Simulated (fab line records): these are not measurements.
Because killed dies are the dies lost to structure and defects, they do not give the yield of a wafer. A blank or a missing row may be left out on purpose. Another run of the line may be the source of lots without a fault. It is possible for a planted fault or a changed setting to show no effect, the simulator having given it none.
fab line records	flow n5Finfet
record lots=24	wafers=72	lastDay=17
route steps=1938 shown BEOL_M4@1072
lots that met no fault: taken from a fault-free run of the same line
startH: hours from the record's first day to the start of the lot's first wafer shown	waitH: time in hours since the lot's previous step	" unchanged from the row above	L1.1+2: a single row standing in for several wafers	- either no value or no given start	* or withheld: withheld	< > ~ a bound
route shown NAME@n: a module of which the file shows steps, and the number in the route of the first	usual: mean and standard deviation over wafers with no fault	same: alike in all rows	chamber/n: place in a boat	sites: each site's reading	_std_site: the values' standard deviation	_edge_site: outer sites' mean less inner sites'	radiusMm: for every site, how far away it sits from the centre of the wafer	mask NAME#n: copy n	behind: the most recent tool/chamber to have shaped the wafer	hold: what put the lot on hold/how long, in hours/how the hold closed	device: the n, p or np transistor that did not switch	end of line: at the end of the route, the tests of the same wafers	a step with no rows: only its recipe	killed: dies lost to structure and defects at the first sort, not the wafer's yield	map: a wafer's dies, marking killed ones x, the rest . and places with no die _
set.NAME: the setting the step ran with; set.NAME@STEP: the setting that earlier step ran with	model.NAME: the simulator's own value behind a step, which no gauge read
the route's steps for a sample of lots (tables are steps, rows are wafers)
services: the hour from which a tool's chamber was out of use, counted from the record's first day as startH (under 0 if before that day), plus the number of hours and why
## steps
# step N5_BEOL_M4_STRIP_97
# recipe chemistry=N2/H2	timeS=10	powerW=450	tempC=40	pressureMtorr=20	rfFrequencyHz=6e+07	biasPowerW=7	n2FlowSccm=200	h2FlowSccm=200
# usual drypumpMotorCurrentA=5.7/0.32	oesProductAu=0.79/0.087	rfVppV=59.2/0.92	showerheadPlenumPTorr=2.56/0.11	throttleValvePct=23.7/0.32
lot.wafer	tool	chamber	startH	waitH	drypumpMotorCurrentA	oesProductAu	rfHoursCounterH	rfVppV	showerheadPlenumPTorr	throttleValvePct
L074.3	rieDiel-01	0	-	-	6.1	0.95	12	56.8	2.50	24.0
L074.4	"	1	"	"	5.8	0.72	179	58.9	2.60	23.4
L074.5	"	1	"	"	5.8	0.72	-	60.0	2.60	23.4
L076.3	rieDiel-01	1	-	-	5.8	0.72	182	59.3	2.60	23.5
L076.5	"	2	"	"	6.0	0.69	-	58.5	2.40	23.7
L076.6	"	3	"	"	5.2	0.84	-	60.4	2.56	23.3
L075.2	rieDiel-01	3	-	-	5.2	0.84	68	60.2	2.56	23.3
L075.3	"	2	"	"	6.1	0.69	234	58.5	2.40	23.7
L075.5	"	0	"	"	6.1	0.93	-	59.5	2.50	24.0
L077.1	rieDiel-05	3	-	-	5.8	0.85	72	59.3	2.68	23.4
L077.4	"	2	"	"	5.6	0.77	140	59.8	2.44	23.7
L077.5	"	1	"	"	5.8	0.70	-	60.6	2.66	24.3
L078.2	rieDiel-02	3	-	-	5.4	0.75	188	59.7	2.52	23.8
L078.5	"	2	"	"	5.4	0.82	-	58.8	2.45	23.5
L078.6	"	3	"	"	5.4	0.75	-	60.3	2.52	23.8
L079.1	rieDiel-02	1	-	-	5.7	0.95	5	58.7	2.72	23.8
L079.2	"	3	"	"	5.4	0.74	194	59.0	2.52	23.8
L079.3	"	0	"	"	5.8	0.72	195	60.1	2.42	23.5
L080.2	rieDiel-05	0	-	-	6.3	0.67	237	58.5	2.63	24.4
L080.5	"	1	"	"	5.8	0.69	-	59.0	2.66	24.3
L080.6	"	0	"	"	6.3	0.66	-	58.7	2.63	24.4
L081.2	rieDiel-05	3	-	-	5.8	0.84	80	59.5	2.68	23.4
L081.4	"	0	"	"	6.3	0.67	238	58.8	2.63	24.4
L081.5	"	2	"	"	5.6	0.76	-	58.9	2.43	23.7
L082.2	rieDiel-02	2	-	-	5.4	0.80	90	58.1	2.44	23.5
L082.3	"	1	"	"	5.7	0.92	12	60.4	2.72	23.8
L082.5	"	2	"	"	5.4	0.79	-	59.9	2.44	23.5
L083.1	rieDiel-05	3	-	-	5.8	0.83	85	59.4	2.68	23.4
L083.3	"	2	"	"	5.6	0.75	153	59.1	2.43	23.7
L083.4	"	0	"	"	6.3	0.67	243	60.0	2.62	24.4
L084.2	rieDiel-01	2	-	-	6.0	0.67	250	57.3	2.40	23.7
L084.3	"	0	"	"	6.1	0.91	34	61.0	2.49	24.0
L084.4	"	1	"	"	5.8	0.70	200	59.3	2.59	23.5
L085.3	rieDiel-02	1	-	-	5.7	0.89	21	59.5	2.72	23.9
L085.5	"	1	"	"	5.7	0.90	-	60.2	2.71	23.9
L085.6	"	2	"	"	5.4	0.79	-	59.0	2.44	23.5
L086.4	rieDiel-02	2	-	-	5.4	0.78	102	57.6	2.44	23.5
L086.5	"	1	"	"	5.7	0.90	-	60.0	2.71	23.9
L086.6	"	0	"	"	5.8	0.70	-	58.8	2.41	23.5
L087.2	rieDiel-01	2	-	-	6.0	0.98	1	57.9	2.72	23.6
L087.3	"	3	"	"	5.2	0.81	97	58.2	2.55	23.3
L087.5	"	3	"	"	5.2	0.81	-	59.0	2.55	23.3
L088.2	rieDiel-02	2	-	-	5.4	0.77	107	58.6	2.44	23.5
L088.4	"	0	"	"	5.9	0.70	218	58.6	2.41	23.5
L088.6	"	0	"	"	5.8	0.70	-	56.9	2.41	23.5
L089.1	rieDiel-05	2	-	-	5.6	0.75	157	59.7	2.43	23.7
L089.2	"	0	"	"	6.3	0.68	247	59.2	2.62	24.4
L089.3	"	3	"	"	5.8	0.83	89	58.8	2.68	23.4
L090.1	rieDiel-02	3	-	-	5.4	0.73	219	59.3	2.51	23.9
L090.2	"	1	"	"	5.7	0.89	30	60.5	2.71	23.9
L090.3	"	2	"	"	5.4	0.77	109	57.9	2.43	23.5
L091.1	rieDiel-01	1	-	-	5.8	0.69	220	60.0	2.58	23.5
L091.5	"	3	"	"	5.1	0.79	-	60.3	2.55	23.4
L091.6	"	2	"	"	6.1	0.93	-	60.2	2.71	23.7
L092.3	rieDiel-05	1	-	-	5.8	0.69	203	59.0	2.65	24.4
L092.4	"	3	"	"	5.8	0.82	-	59.3	2.67	23.5
L092.5	"	1	"	"	5.8	0.69	-	59.6	2.65	24.3
L094.1	rieDiel-05	2	-	-	5.6	0.74	171	57.7	2.42	23.7
L094.2	"	3	"	"	5.8	0.82	102	60.8	2.67	23.4
L094.4	"	1	"	"	5.8	0.68	-	61.4	2.65	24.4
L093.1	rieDiel-01	0	-	-	6.1	0.86	63	58.0	2.48	24.0
L093.2	"	2	"	"	6.0	0.93	20	59.2	2.71	23.7
L093.5	"	0	"	"	6.1	0.87	-	58.7	2.48	24.0
L095.1	rieDiel-01	1	-	-	5.8	0.68	230	59.9	2.58	23.5
L095.3	"	3	"	"	5.2	0.78	116	59.5	2.54	23.3
L095.4	"	2	"	"	6.0	0.91	22	62.1	2.71	23.7
L096.2	rieDiel-05	0	-	-	6.3	0.95	4	59.5	2.62	24.1
L096.3	"	2	"	"	5.6	0.73	179	59.4	2.42	23.7
L096.6	"	0	"	"	6.3	0.95	-	58.3	2.62	24.1
L097.3	rieDiel-01	1	-	-	5.8	0.67	236	59.5	2.58	23.5
L097.5	"	1	"	"	5.8	0.68	-	59.8	2.58	23.5
L097.6	"	2	"	"	6.0	0.90	-	59.3	2.70	23.7
# step N5_BEOL_M4_OCD_MEAS_38
# usual trenchDepthNm=55.5/1.2
lot.wafer	tool	chamber	startH	waitH	trenchDepthNm
L074.3	ocd-02	-	156.75	-	55.6
L074.4	"	-	"	"	53.9
L074.5	"	-	"	"	53.6
L076.3	ocd-02	-	165.54	-	53.9
L076.5	"	-	"	"	56.6
L076.6	"	-	"	"	56.4
L075.2	ocd-02	-	169.26	-	56.8
L075.3	"	-	"	"	56.7
L075.5	"	-	"	"	55.6
L077.1	ocd-02	-	172.98	-	56.1
L077.4	"	-	"	"	56.1
L077.5	"	-	"	"	54.9
L078.2	ocd-02	-	173.10	-	56.3
L078.5	"	-	"	"	55.9
L078.6	"	-	"	"	56.4
L079.1	ocd-02	-	191.26	-	54.5
L079.2	"	-	"	"	55.7
L079.3	"	-	"	"	54.5
L080.2	ocd-02	-	196.39	-	53.1
L080.5	"	-	"	"	53.7
L080.6	"	-	"	"	53.9
L081.2	ocd-01	-	199.49	-	56.2
L081.4	"	-	"	"	54.0
L081.5	"	-	"	"	55.9
L082.2	ocd-01	-	208.68	-	57.1
L082.3	"	-	"	"	54.7
L082.5	"	-	"	"	56.5
L083.1	ocd-02	-	213.12	-	55.1
L083.3	"	-	"	"	55.4
L083.4	"	-	"	"	54.2
L084.2	ocd-01	-	218.33	-	56.5
L084.3	"	-	"	"	55.1
L084.4	"	-	"	"	53.9
L085.3	ocd-01	-	229.65	-	54.6
L085.5	"	-	"	"	54.7
L085.6	"	-	"	"	55.8
L086.4	ocd-02	-	235.11	-	55.4
L086.5	"	-	"	"	54.7
L086.6	"	-	"	"	54.4
L087.2	ocd-02	-	237.95	-	59.0
L087.3	"	-	"	"	56.8
L087.5	"	-	"	"	56.4
L088.2	ocd-02	-	245.25	-	55.6
L088.4	"	-	"	"	55.2
L088.6	"	-	"	"	54.6
L089.1	ocd-01	-	248.97	-	55.6
L089.2	"	-	"	"	53.7
L089.3	"	-	"	"	54.9
L090.1	ocd-02	-	249.16	-	56.0
L090.2	"	-	"	"	54.4
L090.3	"	-	"	"	54.5
L091.1	ocd-02	-	265.05	-	54.2
L091.5	"	-	"	"	55.9
L091.6	"	-	"	"	58.5
L092.3	ocd-01	-	272.48	-	55.9
L092.4	"	-	"	"	56.0
L092.5	"	-	"	"	55.6
L094.1	ocd-02	-	275.57	-	56.0
L094.2	"	-	"	"	57.1
L094.4	"	-	"	"	55.4
L093.1	ocd-01	-	283.37	-	55.3
L093.2	"	-	"	"	58.3
L093.5	"	-	"	"	55.7
L095.1	ocd-01	-	288.87	-	54.6
L095.3	"	-	"	"	55.4
L095.4	"	-	"	"	57.9
L096.2	ocd-01	-	295.44	-	55.5
L096.3	"	-	"	"	55.3
L096.6	"	-	"	"	56.1
L097.3	ocd-02	-	306.13	-	53.8
L097.5	"	-	"	"	53.8
L097.6	"	-	"	"	58.1
# step N5_BEOL_M4_DEGAS_44
# recipe ambient=vacuum	tempC=250	timeS=60
# usual heaterPowerW=324/34	susceptorTempC=250.00/0.18
lot.wafer	tool	chamber	startH	waitH	heaterPowerW	susceptorTempC
L074.3	pvdSputter-02	-	157.17	0.3	307	250.17
L074.4	"	-	"	"	414	249.89
L074.5	"	-	"	"	349	249.86
L076.3	pvdSputter-02	-	165.99	0.3	314	250.46
L076.5	"	-	"	"	345	249.91
L076.6	"	-	"	"	322	250.13
L075.2	pvdSputter-01	-	169.56	0.1	312	250.17
L075.3	"	-	"	"	290	250.20
L075.5	"	-	"	"	371	250.25
L077.1	pvdSputter-03	-	174.04	0.8	293	249.93
L077.4	"	-	"	"	291	249.97
L077.5	"	-	"	"	300	249.93
L078.2	pvdSputter-01	-	174.08	0.8	287	250.14
L078.5	"	-	"	"	300	250.16
L078.6	"	-	"	"	388	250.08
L079.1	pvdSputter-03	-	191.78	0.4	308	250.02
L079.2	"	-	"	"	297	249.97
L079.3	"	-	"	"	297	250.13
L080.2	pvdSputter-01	-	196.95	0.4	319	249.97
L080.5	"	-	"	"	297	249.75
L080.6	"	-	"	"	307	249.99
L081.2	pvdSputter-03	-	199.93	0.3	334	249.76
L081.4	"	-	"	"	289	250.10
L081.5	"	-	"	"	289	250.01
L082.2	pvdSputter-02	-	209.89	1.1	412	249.82
L082.3	"	-	"	"	317	250.27
L082.5	"	-	"	"	351	249.72
L083.1	pvdSputter-02	-	213.81	0.5	352	250.02
L083.3	"	-	"	"	405	250.23
L083.4	"	-	"	"	353	250.27
L084.2	pvdSputter-02	-	218.55	0.1	312	249.79
L084.3	"	-	"	"	405	250.15
L084.4	"	-	"	"	345	249.85
L085.3	pvdSputter-01	-	229.85	0.0	375	249.95
L085.5	"	-	"	"	299	250.06
L085.6	"	-	"	"	324	249.77
L086.4	pvdSputter-01	-	235.51	0.2	301	250.20
L086.5	"	-	"	"	303	250.26
L086.6	"	-	"	"	320	250.25
L087.2	pvdSputter-03	-	238.22	0.1	303	250.13
L087.3	"	-	"	"	319	249.87
L087.5	"	-	"	"	295	250.05
L088.2	pvdSputter-01	-	245.44	0.0	286	249.62
L088.4	"	-	"	"	300	250.04
L088.6	"	-	"	"	311	250.14
L089.1	pvdSputter-02	-	249.52	0.4	398	249.82
L089.2	"	-	"	"	350	250.20
L089.3	"	-	"	"	347	250.18
L090.1	pvdSputter-03	-	249.97	0.7	289	250.21
L090.2	"	-	"	"	313	249.94
L090.3	"	-	"	"	308	250.19
L091.1	pvdSputter-02	-	265.33	0.1	412	249.71
L091.5	"	-	"	"	307	250.13
L091.6	"	-	"	"	347	250.09
L092.3	pvdSputter-03	-	273.04	0.4	332	250.21
L092.4	"	-	"	"	298	250.28
L092.5	"	-	"	"	304	249.74
L094.1	pvdSputter-01	-	275.80	0.1	287	249.90
L094.2	"	-	"	"	298	249.86
L094.4	"	-	"	"	312	250.24
L093.1	pvdSputter-03	-	283.92	0.4	321	250.14
L093.2	"	-	"	"	290	250.10
L093.5	"	-	"	"	316	250.13
L095.1	pvdSputter-01	-	289.22	0.2	387	249.88
L095.3	"	-	"	"	318	249.90
L095.4	"	-	"	"	291	249.80
L096.2	pvdSputter-03	-	295.89	0.3	304	249.87
L096.3	"	-	"	"	323	249.97
L096.6	"	-	"	"	310	249.56
L097.3	pvdSputter-03	-	306.62	0.3	329	250.30
L097.5	"	-	"	"	321	250.04
L097.6	"	-	"	"	290	249.92
# step N5_BEOL_M4_SURFACE_TREAT_85
# recipe gas=Ar	timeS=*	ionEnergyEv=*	ionCurrentMaCm2=0.5	pressureMtorr=*	arFlowSccm=30
# usual throttleValvePct=*
lot.wafer	tool	chamber	startH	waitH	throttleValvePct
L074.3	pvdSputter-01	-	157.54	0.2	*
L074.4	"	-	"	"	*
L074.5	"	-	"	"	*
L076.3	pvdSputter-02	-	166.34	0.1	*
L076.5	"	-	"	"	*
L076.6	"	-	"	"	*
L075.2	pvdSputter-01	-	169.96	0.1	*
L075.3	"	-	"	"	*
L075.5	"	-	"	"	*
L078.2	pvdSputter-03	-	174.74	0.4	*
L078.5	"	-	"	"	*
L078.6	"	-	"	"	*
L077.1	pvdSputter-01	-	174.82	0.3	*
L077.4	"	-	"	"	*
L077.5	"	-	"	"	*
L079.1	pvdSputter-03	-	192.38	0.3	*
L079.2	"	-	"	"	*
L079.3	"	-	"	"	*
L080.2	pvdSputter-02	-	197.31	0.2	*
L080.5	"	-	"	"	*
L080.6	"	-	"	"	*
L081.2	pvdSputter-01	-	200.36	0.1	*
L081.4	"	-	"	"	*
L081.5	"	-	"	"	*
L082.2	pvdSputter-02	-	210.37	0.2	*
L082.3	"	-	"	"	*
L082.5	"	-	"	"	*
L083.1	pvdSputter-01	-	214.34	0.3	*
L083.3	"	-	"	"	*
L083.4	"	-	"	"	*
L084.2	pvdSputter-01	-	219.06	0.2	*
L084.3	"	-	"	"	*
L084.4	"	-	"	"	*
L085.3	pvdSputter-02	-	230.21	0.2	*
L085.5	"	-	"	"	*
L085.6	"	-	"	"	*
L086.4	pvdSputter-02	-	235.84	0.1	*
L086.5	"	-	"	"	*
L086.6	"	-	"	"	*
L087.2	pvdSputter-03	-	238.56	0.1	*
L087.3	"	-	"	"	*
L087.5	"	-	"	"	*
L088.2	pvdSputter-03	-	245.77	0.1	*
L088.4	"	-	"	"	*
L088.6	"	-	"	"	*
L089.1	pvdSputter-02	-	249.92	0.2	*
L089.2	"	-	"	"	*
L089.3	"	-	"	"	*
L090.1	pvdSputter-03	-	251.89	1.5	*
L090.2	"	-	"	"	*
L090.3	"	-	"	"	*
L091.1	pvdSputter-03	-	265.88	0.2	*
L091.5	"	-	"	"	*
L091.6	"	-	"	"	*
L092.3	pvdSputter-03	-	273.38	0.1	*
L092.4	"	-	"	"	*
L092.5	"	-	"	"	*
L094.1	pvdSputter-03	-	276.49	0.4	*
L094.2	"	-	"	"	*
L094.4	"	-	"	"	*
L093.1	pvdSputter-03	-	284.44	0.3	*
L093.2	"	-	"	"	*
L093.5	"	-	"	"	*
L095.1	pvdSputter-01	-	289.66	0.2	*
L095.3	"	-	"	"	*
L095.4	"	-	"	"	*
L096.2	pvdSputter-02	-	296.36	0.3	*
L096.3	"	-	"	"	*
L096.6	"	-	"	"	*
L097.3	pvdSputter-02	-	306.96	0.1	*
L097.5	"	-	"	"	*
L097.6	"	-	"	"	*
# step N5_BEOL_M4_SPUTTER_90
# recipe material=Cu	targetThkA=45	tempC=-20	chamberPressurePa=0.07	powerW=withheld	timeS=8.29
# usual susceptorTempC=-20.00/0.1	throttleValvePct=30.1/1.6
lot.wafer	tool	chamber	startH	waitH	susceptorTempC	throttleValvePct
L074.3	pvdSputter-01	-	160.53	0.1	-19.81	30.8
L074.4	"	-	"	"	-19.92	30.9
L074.5	"	-	"	"	-20.00	29.0
L076.3	pvdSputter-01	-	167.92	0.1	-19.97	29.0
L076.5	"	-	"	"	-20.01	30.6
L076.6	"	-	"	"	-19.87	27.3
L075.2	pvdSputter-01	-	171.46	0.1	-20.06	30.7
L075.3	"	-	"	"	-19.86	30.8
L075.5	"	-	"	"	-20.05	27.3
L078.2	pvdSputter-01	-	176.56	0.1	-19.97	30.6
L078.5	"	-	"	"	-20.01	30.8
L078.6	"	-	"	"	-19.80	29.1
L077.1	pvdSputter-03	-	177.72	0.1	-20.06	32.8
L077.4	"	-	"	"	-19.93	30.2
L077.5	"	-	"	"	-19.99	27.7
L079.1	pvdSputter-03	-	193.92	0.1	-20.02	28.1
L079.2	"	-	"	"	-20.06	29.7
L079.3	"	-	"	"	-19.91	28.8
L080.2	pvdSputter-03	-	198.65	0.1	-20.13	29.5
L080.5	"	-	"	"	-19.86	32.6
L080.6	"	-	"	"	-20.03	28.7
L081.2	pvdSputter-03	-	201.74	0.1	-20.22	28.8
L081.4	"	-	"	"	-20.09	28.2
L081.5	"	-	"	"	-20.13	28.2
L082.2	pvdSputter-02	-	211.75	0.1	-19.95	31.6
L082.3	"	-	"	"	-19.97	29.3
L082.5	"	-	"	"	-19.89	30.3
L083.1	pvdSputter-02	-	215.79	0.1	-19.88	31.7
L083.3	"	-	"	"	-19.98	29.3
L083.4	"	-	"	"	-19.93	31.7
L084.2	pvdSputter-02	-	221.57	0.1	-19.96	31.6
L084.3	"	-	"	"	-20.03	29.3
L084.4	"	-	"	"	-19.86	30.1
L085.3	pvdSputter-03	-	231.58	0.1	-20.14	28.4
L085.5	"	-	"	"	-20.03	28.8
L085.6	"	-	"	"	-19.93	32.7
L086.4	pvdSputter-02	-	237.23	0.1	-19.98	29.2
L086.5	"	-	"	"	-20.12	31.8
L086.6	"	-	"	"	-19.97	29.2
L087.2	pvdSputter-03	-	240.05	0.1	-19.90	27.8
L087.3	"	-	"	"	-20.11	32.8
L087.5	"	-	"	"	-20.01	28.0
L088.2	pvdSputter-01	-	247.18	0.1	-19.77	30.7
L088.4	"	-	"	"	-20.09	30.5
L088.6	"	-	"	"	-19.96	27.4
L089.1	pvdSputter-02	-	251.38	0.1	-20.04	31.4
L089.2	"	-	"	"	-19.96	29.5
L089.3	"	-	"	"	-19.92	31.6
L090.1	pvdSputter-02	-	253.22	0.1	-20.00	31.9
L090.2	"	-	"	"	-19.84	31.5
L090.3	"	-	"	"	-19.97	29.3
L091.1	pvdSputter-03	-	267.68	0.1	-20.28	29.6
L091.5	"	-	"	"	-20.03	28.7
L091.6	"	-	"	"	-20.02	32.2
L092.3	pvdSputter-03	-	274.70	0.1	-19.91	32.5
L092.4	"	-	"	"	-19.97	28.6
L092.5	"	-	"	"	-19.99	28.3
L094.1	pvdSputter-03	-	279.47	0.1	-19.90	28.0
L094.2	"	-	"	"	-19.99	28.8
L094.4	"	-	"	"	-20.08	30.0
L093.1	pvdSputter-03	-	286.06	0.1	-20.02	32.7
L093.2	"	-	"	"	-20.06	28.6
L093.5	"	-	"	"	-20.06	32.4
L095.1	pvdSputter-02	-	291.09	0.1	-20.11	31.5
L095.3	"	-	"	"	-20.06	31.4
L095.4	"	-	"	"	-20.16	29.3
L096.2	pvdSputter-03	-	297.73	0.1	-19.96	28.6
L096.3	"	-	"	"	-20.08	29.9
L096.6	"	-	"	"	-20.01	30.0
L097.3	pvdSputter-02	-	308.30	0.1	-19.98	29.6
L097.5	"	-	"	"	-20.02	31.6
L097.6	"	-	"	"	-19.95	30.4
# step N5_BEOL_M4_SPUTTER_94
# recipe material=Cu	targetThkA=45	tempC=-20	chamberPressurePa=0.07	powerW=withheld	timeS=8.29
# usual susceptorTempC=-20.00/0.1	throttleValvePct=30.1/1.6
lot.wafer	tool	chamber	startH	waitH	susceptorTempC	throttleValvePct
L074.3	pvdSputter-01	-	160.97	0.1	-20.22	30.5
L074.4	"	-	"	"	-20.08	30.7
L074.5	"	-	"	"	-20.18	29.0
L076.3	pvdSputter-01	-	168.36	0.1	-20.01	29.2
L076.5	"	-	"	"	-20.12	30.6
L076.6	"	-	"	"	-20.11	27.2
L075.2	pvdSputter-01	-	171.90	0.1	-19.92	30.4
L075.3	"	-	"	"	-19.73	30.6
L075.5	"	-	"	"	-19.97	27.4
L078.2	pvdSputter-01	-	177.05	0.1	-19.99	30.5
L078.5	"	-	"	"	-20.03	30.5
L078.6	"	-	"	"	-19.85	29.0
L077.1	pvdSputter-03	-	178.16	0.1	-19.81	32.5
L077.4	"	-	"	"	-19.97	29.9
L077.5	"	-	"	"	-19.94	28.2
L079.1	pvdSputter-03	-	194.36	0.1	-20.03	28.3
L079.2	"	-	"	"	-20.05	30.3
L079.3	"	-	"	"	-19.84	28.5
L080.2	pvdSputter-03	-	199.09	0.1	-20.06	30.0
L080.5	"	-	"	"	-19.91	32.3
L080.6	"	-	"	"	-19.86	28.6
L081.2	pvdSputter-03	-	202.18	0.1	-20.06	28.7
L081.4	"	-	"	"	-20.03	28.2
L081.5	"	-	"	"	-20.10	28.1
L082.2	pvdSputter-02	-	212.19	0.1	-19.99	31.8
L082.3	"	-	"	"	-20.14	29.2
L082.5	"	-	"	"	-20.04	30.2
L083.1	pvdSputter-02	-	216.23	0.1	-19.84	31.6
L083.3	"	-	"	"	-20.13	29.5
L083.4	"	-	"	"	-20.05	31.5
L084.2	pvdSputter-02	-	222.01	0.1	-20.19	31.3
L084.3	"	-	"	"	-19.83	29.0
L084.4	"	-	"	"	-19.89	30.2
L085.3	pvdSputter-03	-	232.02	0.1	-20.10	28.4
L085.5	"	-	"	"	-19.83	28.3
L085.6	"	-	"	"	-19.89	32.6
L086.4	pvdSputter-02	-	237.67	0.1	-20.00	29.4
L086.5	"	-	"	"	-19.96	31.3
L086.6	"	-	"	"	-20.04	29.4
L087.2	pvdSputter-03	-	245.02	0.1	-20.03	28.2
L087.3	"	-	"	"	-20.10	32.4
L087.5	"	-	"	"	-20.11	28.0
L088.2	pvdSputter-01	-	247.62	0.1	-20.02	30.6
L088.4	"	-	"	"	-20.04	30.4
L088.6	"	-	"	"	-20.08	27.4
L089.1	pvdSputter-02	-	251.82	0.1	-19.88	31.7
L089.2	"	-	"	"	-20.01	29.3
L089.3	"	-	"	"	-19.94	31.8
L090.1	pvdSputter-02	-	253.66	0.1	-20.09	31.5
L090.2	"	-	"	"	-20.03	31.2
L090.3	"	-	"	"	-19.87	29.4
L091.1	pvdSputter-03	-	268.12	0.1	-19.99	29.9
L091.5	"	-	"	"	-19.84	28.5
L091.6	"	-	"	"	-20.00	32.5
L092.3	pvdSputter-03	-	275.14	0.1	-19.83	32.4
L092.4	"	-	"	"	-19.96	28.5
L092.5	"	-	"	"	-19.89	28.0
L094.1	pvdSputter-03	-	279.91	0.1	-20.12	27.8
L094.2	"	-	"	"	-20.01	28.4
L094.4	"	-	"	"	-19.92	29.6
L093.1	pvdSputter-03	-	286.50	0.1	-20.08	32.5
L093.2	"	-	"	"	-20.03	28.9
L093.5	"	-	"	"	-20.11	32.5
L095.1	pvdSputter-02	-	291.53	0.1	-19.94	31.4
L095.3	"	-	"	"	-20.09	31.5
L095.4	"	-	"	"	-19.95	29.2
L096.2	pvdSputter-03	-	298.17	0.1	-20.09	28.6
L096.3	"	-	"	"	-19.98	29.8
L096.6	"	-	"	"	-20.01	30.1
L097.3	pvdSputter-02	-	308.74	0.1	-20.00	29.2
L097.5	"	-	"	"	-20.05	31.7
L097.6	"	-	"	"	-19.98	30.3
## services
tool	chamber	startH	hours	kind
rieDiel-05	0	160.29	3.8	repair
rieDiel-02	1	161.78	-	clean
rieDiel-02	1	161.78	-	consumableReplace:focusRing
rieDiel-02	1	161.78	-	consumableReplace:showerhead
rieDiel-02	1	161.78	13.9	scheduledDown
rieDiel-02	1	161.78	13.9	ventCycle
rieDiel-01	0	196.80	1.5	repair
rieDiel-01	2	198.84	3.8	repair
rieDiel-01	2	218.70	-	clean
rieDiel-01	2	218.70	-	consumableReplace:focusRing
rieDiel-01	2	218.70	-	consumableReplace:showerhead
rieDiel-01	2	218.70	16.3	scheduledDown
rieDiel-01	2	218.70	16.3	ventCycle
rieDiel-05	-	219.15	28.1	pm
rieDiel-01	1	224.90	1.9	repair
rieDiel-01	-	260.12	2.1	repair
rieDiel-05	0	260.26	-	clean
rieDiel-05	0	260.26	-	consumableReplace:focusRing
rieDiel-05	0	260.26	21.8	scheduledDown
rieDiel-05	0	260.26	21.8	ventCycle
rieDiel-05	1	284.51	16.5	repair
rieDiel-05	0	287.28	3.1	repair
rieDiel-02	3	307.53	2.1	repair
## key
fault none
